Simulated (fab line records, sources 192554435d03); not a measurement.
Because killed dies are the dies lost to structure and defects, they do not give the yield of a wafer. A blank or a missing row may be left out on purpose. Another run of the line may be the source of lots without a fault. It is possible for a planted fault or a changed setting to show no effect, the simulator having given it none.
fab line records	flow n5_finfet
[record] lots = 11	wafers = 33	last_day = 20
route steps=1938 shown BEOL_M9@1449
lots that met no fault: taken from a fault-free run of the same line
start_h: hours from the record's first day to the start of the lot's first wafer shown	wait_h: hours since the lot's step before	" same as the row above	L1.1+2: several wafers, shown together as one row	- no value, or no start given	* or withheld: withheld	< > ~ a bound
route shown NAME@n: names a module that has steps shown in the file, with the first one's number in the route	usual: mean and standard deviation over wafers with no fault	same: alike in all rows	chamber/n: place in a boat	sites: readings site by site	_std_site: how widely they spread, as a standard deviation	_edge_site: mean of outer sites minus mean of inner sites	radius_mm: how far each site lies from the wafer's centre	mask NAME#n: copy n	behind: tool/chamber where the wafer was last shaped	hold: why the lot was held/for how many hours/how that ended	device: whichever transistor did not switch (one of n, p or np)	end of line: tests of these same wafers at the route's end	a step with no rows: only its recipe	killed: dies lost to structure and defects at the first sort, not the wafer's yield	map: a wafer's dies, x killed, . not, _ none there
set.NAME: the run value of the setting; set.NAME@STEP: its run value at that earlier step	model.NAME: the simulator's own value behind a step, which no gauge read
the route's steps for a sample of lots (tables are steps, rows are wafers)
services: the hour from which a tool's chamber was out of use, counted from the record's first day as start_h (under 0 if before that day), plus the number of hours and why
[[steps]]
[step N5_BEOL_M9_OCD_MEAS_38]
[usual] trench_depth_nm = 151.3/1.8
lot.wafer	tool	chamber	start_h	wait_h	trench_depth_nm
L232.1	ocd-02	-	238.28	-	152.3
L232.3	"	-	"	"	154.0
L232.5	"	-	"	"	151.6
L236.1	ocd-01	-	259.22	-	152.8
L236.4	"	-	"	"	149.9
L236.6	"	-	"	"	149.9
L238.1	ocd-01	-	271.12	-	151.6
L238.3	"	-	"	"	151.7
L238.5	"	-	"	"	152.0
L239.2	ocd-01	-	274.13	-	149.9
L239.5	"	-	"	"	152.8
L239.6	"	-	"	"	150.7
L242.2	ocd-02	-	330.51	-	151.7
L242.4	"	-	"	"	154.3
L242.5	"	-	"	"	150.3
L244.2	ocd-02	-	334.07	-	151.1
L244.3	"	-	"	"	151.4
L244.4	"	-	"	"	155.8
L251.3	ocd-01	-	373.23	-	148.6
L251.4	"	-	"	"	151.3
L251.5	"	-	"	"	152.8
L250.1	ocd-01	-	378.42	-	151.8
L250.2	"	-	"	"	149.9
L250.6	"	-	"	"	151.2
L255.1	ocd-01	-	393.75	-	152.3
L255.2	"	-	"	"	150.4
L255.5	"	-	"	"	150.4
L253.4	ocd-01	-	395.24	-	149.3
L253.5	"	-	"	"	148.3
L253.6	"	-	"	"	148.5
L254.2	ocd-02	-	407.21	-	150.9
L254.3	"	-	"	"	151.0
L254.6	"	-	"	"	152.1
[step N5_BEOL_M9_ALD_74]
[recipe] material = TaN	target_thk_a = 20	temp_c = 275	ald_precursor_family = PDMAT	ald_co_reactant = NH3	pressure_torr = 3	carrier_flow_sccm = 1500	pulse_time_s = 2	purge_time_s = 3	co_reactant_purge_time_s = 2	co_reactant_pulse_time_s = 3	ald_cycles = 40	precursor_vessel_temp_c = 75	precursor_vessel_pressure_torr = 26.25	precursor_vessel_carrier_sccm = 1000
[usual] ald_cycles = 40/0	heater_power_w = 414/49	precursor_vessel_temp_c = 75.00/0.13
lot.wafer	tool	chamber	start_h	wait_h	ald_cycles	heater_power_w	precursor_vessel_temp_c	since_wet_clean_h
L232.1	ald_metal-04	3	238.89	0.0	40	376	74.85	2979
L232.3	"	2	"	"	40	411	74.92	2979
L232.5	"	0	"	"	40	345	74.82	-
L236.1	ald_metal-04	3	260.03	0.2	40	380	75.33	3000
L236.4	"	2	"	"	40	409	75.20	3000
L236.6	"	1	"	"	40	512	75.15	-
L238.1	ald_metal-04	0	273.37	0.0	40	344	75.06	3013
L238.3	"	1	"	"	40	495	74.98	3013
L238.5	"	3	"	"	40	378	75.24	-
L239.2	ald_metal-02	3	274.85	0.0	40	406	74.98	4553
L239.5	"	3	"	"	40	399	75.01	-
L239.6	"	2	"	"	40	458	74.82	-
L242.2	ald_metal-02	2	331.43	0.0	40	447	75.02	4610
L242.4	"	3	"	"	40	397	74.81	4610
L242.5	"	2	"	"	36	446	75.08	-
L244.2	ald_metal-02	2	335.69	0.0	40	445	75.03	4614
L244.3	"	3	"	"	36	396	74.94	4614
L244.4	"	1	"	"	40	438	75.02	4614
L251.3	ald_metal-03	3	374.40	0.1	40	358	74.95	23
L251.4	"	2	"	"	40	412	74.91	23
L251.5	"	2	"	"	40	413	74.77	-
L250.1	ald_metal-03	0	379.05	0.0	40	443	74.93	27
L250.2	"	1	"	"	40	363	75.01	27
L250.6	"	2	"	"	40	420	74.86	-
L255.1	ald_metal-02	0	395.49	0.0	40	450	74.91	4674
L255.2	"	3	"	"	40	400	74.88	4674
L255.5	"	0	"	"	40	435	75.13	-
L253.4	ald_metal-04	3	396.58	0.2	40	375	75.00	-
L253.5	"	0	"	"	40	334	74.80	-
L253.6	"	1	"	"	40	510	75.24	-
L254.2	ald_metal-04	1	407.96	0.0	40	506	75.08	3148
L254.3	"	3	"	"	40	378	75.15	3148
L254.6	"	1	"	"	40	507	75.07	-
[step N5_BEOL_M9_ANNEAL_51]
[recipe] temp_c = 225	time_s = 90	ambient = N2
[usual] wafer_temp_C_max = 226.0/0.36
lot.wafer	tool	chamber	start_h	wait_h	wafer_temp_C_max
L232.1	rtp_anneal-02	0	239.58	0.1	226.7
L232.3	"	0	"	"	226.5
L232.5	"	0	"	"	226.5
L236.1	rtp_anneal-01	0	260.89	0.1	225.7
L236.4	"	0	"	"	226.0
L236.6	"	0	"	"	225.7
L238.1	rtp_anneal-01	0	274.05	0.1	225.9
L238.3	"	0	"	"	225.9
L238.5	"	0	"	"	226.0
L239.2	rtp_anneal-02	0	275.84	0.4	226.1
L239.5	"	0	"	"	226.2
L239.6	"	0	"	"	226.5
L242.2	rtp_anneal-01	0	334.00	0.3	225.6
L242.4	"	0	"	"	226.3
L242.5	"	0	"	"	226.0
L244.2	rtp_anneal-02	0	337.00	0.1	226.7
L244.3	"	0	"	"	226.0
L244.4	"	0	"	"	226.4
L251.3	rtp_anneal-01	0	375.62	0.3	225.5
L251.4	"	0	"	"	225.7
L251.5	"	0	"	"	225.8
L250.1	rtp_anneal-02	0	380.10	0.4	226.1
L250.2	"	0	"	"	226.3
L250.6	"	0	"	"	226.9
L255.1	rtp_anneal-02	0	396.82	0.5	226.1
L255.2	"	0	"	"	226.3
L255.5	"	0	"	"	226.7
L253.4	rtp_anneal-02	0	397.27	0.2	226.2
L253.5	"	0	"	"	226.4
L253.6	"	0	"	"	226.3
L254.2	rtp_anneal-02	0	409.48	0.5	226.4
L254.3	"	0	"	"	226.6
L254.6	"	0	"	"	226.0
[step N5_BEOL_M9_DEP_56]
[recipe] material = SiCN	target_thk_a = 150	temp_c = withheld	precursor = 3MS/NH3	pressure_torr = 3	rf_w = 202	time_s = 26.5
[usual] rf_fwd_power_W = 200.0/1	showerhead_plenum_p_Torr = 3.669/0.014	throttle_valve_pct = 9.2/0.6
lot.wafer	tool	chamber	start_h	wait_h	rf_fwd_power_W	showerhead_plenum_p_Torr	since_wet_clean_h	throttle_valve_pct
L232.1	pecvd-01	1	240.23	0.0	199.9	3.696	1488	9.9
L232.3	"	2	"	"	200.1	3.673	9	8.2
L232.5	"	2	"	"	199.0	3.679	-	8.2
L236.1	pecvd-02	1	261.55	0.0	200.5	3.683	2053	9.9
L236.4	"	1	"	"	200.4	3.676	-	10.0
L236.6	"	0	"	"	198.5	3.645	-	9.5
L238.1	pecvd-01	1	274.98	0.0	200.6	3.685	1523	9.9
L238.3	"	0	"	"	200.3	3.689	798	8.7
L238.5	"	2	"	"	199.4	3.677	-	8.4
L239.2	pecvd-02	1	276.45	0.0	200.3	3.688	2068	9.7
L239.5	"	2	"	"	200.3	3.681	-	8.8
L239.6	"	1	"	"	200.7	3.678	-	10.1
L242.2	pecvd-04	1	334.62	0.0	199.7	3.666	1764	8.8
L242.4	"	1	"	"	199.3	3.659	-	8.8
L242.5	"	0	"	"	200.0	3.671	-	10.1
L244.2	pecvd-02	0	337.61	0.0	198.3	3.648	1404	9.4
L244.3	"	1	"	"	201.3	3.690	2129	9.8
L244.4	"	2	"	"	200.6	3.673	-	8.8
L251.3	pecvd-02	0	376.19	0.0	199.4	3.654	1443	9.3
L251.4	"	1	"	"	200.4	3.683	-	9.7
L251.5	"	0	"	"	199.3	3.640	-	9.7
L250.1	pecvd-02	2	380.77	0.0	200.5	3.678	673	8.8
L250.2	"	1	"	"	201.5	3.677	2172	9.8
L250.6	"	1	"	"	200.8	3.683	-	9.8
L255.1	pecvd-04	1	397.49	0.0	198.1	3.668	1826	8.7
L255.2	"	0	"	"	200.8	3.681	1101	10.2
L255.5	"	1	"	"	198.5	3.671	-	8.8
L253.4	pecvd-04	2	397.81	0.0	200.0	3.663	-	8.9
L253.5	"	1	"	"	198.9	3.660	-	8.7
L253.6	"	0	"	"	200.7	3.671	-	10.0
L254.2	pecvd-01	0	410.09	0.0	200.1	3.677	933	8.7
L254.3	"	1	"	"	200.1	3.690	1658	9.9
L254.6	"	2	"	"	199.6	3.668	-	8.5
[[services]]
tool	chamber	start_h	hours	kind
ald_metal-04	1	216.54	24.2	repair
ald_metal-03	-	226.36	2.8	pm
rtp_anneal-02	-	226.87	3.0	pm
pecvd-04	1	266.50	2.1	scheduled_down
pecvd-02	2	278.86	5.5	scheduled_down
pecvd-02	0	284.32	2.1	scheduled_down
pecvd-01	2	291.81	5.0	repair
pecvd-04	2	293.08	5.5	scheduled_down
pecvd-01	-	303.96	1.5	repair
pecvd-02	-	309.13	1.0	repair
ald_metal-03	-	311.42	6.0	pm
pecvd-04	1	317.96	5.0	scheduled_down
ald_metal-03	3	328.36	40.9	repair
ald_metal-03	-	337.64	14.0	pm
ald_metal-03	0	337.64	33.0	vent_cycle
ald_metal-03	1	337.64	14.0	vent_cycle
pecvd-04	2	338.37	2.1	scheduled_down
ald_metal-04	-	345.61	1.3	repair
pecvd-02	1	345.74	-	calibration
pecvd-02	2	362.64	-	calibration
pecvd-02	1	383.62	-	clean
pecvd-02	1	383.62	-	consumable_replace:showerhead
pecvd-02	1	383.62	29.0	scheduled_down
pecvd-02	1	383.62	29.0	vent_cycle
[[key]]
[first_sign] step = N5_BEOL_M9_ALD_74	reading = ald_cycles	direction = down	sigmas = 99+	usual = *	struck = *
effect none on later readings
met_at N5_BEOL_M9_ALD_74
struck_lots L242,L244
struck_wafers L242.5,L244.3
not_acting_at N5_BEOL_M9_OCD_MEAS_38,N5_BEOL_M9_ANNEAL_51,N5_BEOL_M9_DEP_56
onset_between 274.85 331.43
[fault] kind = process_parameter_drift	tool = ald_metal-02	chamber = -	onset_h = 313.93	steps = N5_BEOL_M9_ALD_74	channel = ald_cycles	offset = *	shape = step	end_h = 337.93	scope = struck_wafers_only	acts_in = *	stated = *
